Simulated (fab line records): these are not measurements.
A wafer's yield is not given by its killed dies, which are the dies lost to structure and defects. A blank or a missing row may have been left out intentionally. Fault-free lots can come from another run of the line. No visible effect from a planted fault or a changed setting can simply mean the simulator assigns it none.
2 desks, one fault || flow nand harc || each desk holds nothing but its own numbers, with what lay behind them at the end

== THE METROLOGY DESK ==
What the gauges read, lot by lot, whatever tool the lot ran on: means of the sampled wafers that have a number. A lot is out of limits, marked OUT, if its mean lies more than 4 standard deviations from the usual mean; the brackets give that distance.
Columns: A = thk nm at NHARC_A_ONON_D1_THK_MEAS_27, usual 999 nm
{"lot": "L107", "first seen here": "day 7 18:40", "A": 1000}
{"lot": "L109", "first seen here": "day 8 18:03", "A": 1008}
{"lot": "L112", "first seen here": "day 9 02:50", "A": 1002}
{"lot": "L115", "first seen here": "day 9 23:30", "A": 991}
{"lot": "L113", "first seen here": "day 9 23:39", "A": 988}
{"lot": "L119", "first seen here": "day 11 02:40", "A": "1614 (+62) OUT"}
{"lot": "L120", "first seen here": "day 11 19:32", "A": 999}
{"lot": "L121", "first seen here": "day 11 19:32", "A": "1611 (+62) OUT"}
{"lot": "L123", "first seen here": "day 12 02:08", "A": 1016}
{"lot": "L128", "first seen here": "day 12 21:43", "A": 1000}
{"lot": "L125", "first seen here": "day 12 21:58", "A": 997}
{"lot": "L127", "first seen here": "day 13 01:58", "A": 1011}
This desk finds L119, L121 out of limits, L119 being first, at day 11 02:40 (thk nm at NHARC_A_ONON_D1_THK_MEAS_27). Within limits: L107, L109, L112, L115, L113, L120, L123, L128, L125, L127.

== TOOL OWNER'S DESK, pecvd onon-03 ==
The tool's own readings at NHARC_A_ONON_D1_DEP_25 (target thk 1000 nm): means of the sampled wafers that have a number, for each lot that ran on this tool. A lot is out of limits, marked OUT, if its mean lies more than 4 standard deviations from the usual mean; the brackets give that distance.
Columns: A = sih4 flow sccm at NHARC_A_ONON_D1_DEP_25, usual 210.0 sccm
{"lot": "L112", "first seen here": "day 9 02:17", "A": 209.6}
{"lot": "L113", "first seen here": "day 9 23:11", "A": 209.5}
{"lot": "L119", "first seen here": "day 11 02:13", "A": 209.7}
{"lot": "L121", "first seen here": "day 11 19:09", "A": 210.3}
Result from this desk: across the 4 lots, nothing is out of limits.

== PUT TOGETHER ==
An alarm was possible from the metrology desk at day 11 02:40, on L119, L121.
Nothing out of limits was seen by the tool owner's desk.
On record at the tool owner's desk: L119, L121, within its limits.
Of the lots named, all ran NHARC_A_ONON_D1_DEP_25 on pecvd onon-03.

== WHAT WAS PUT IN BY THE SIMULATOR ==
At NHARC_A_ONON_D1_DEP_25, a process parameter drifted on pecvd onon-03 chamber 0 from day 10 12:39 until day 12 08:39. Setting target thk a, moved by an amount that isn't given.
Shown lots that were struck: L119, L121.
Time in hours between the start of the fault and the first out-of-limits reading at each desk: metrology desk, 14.
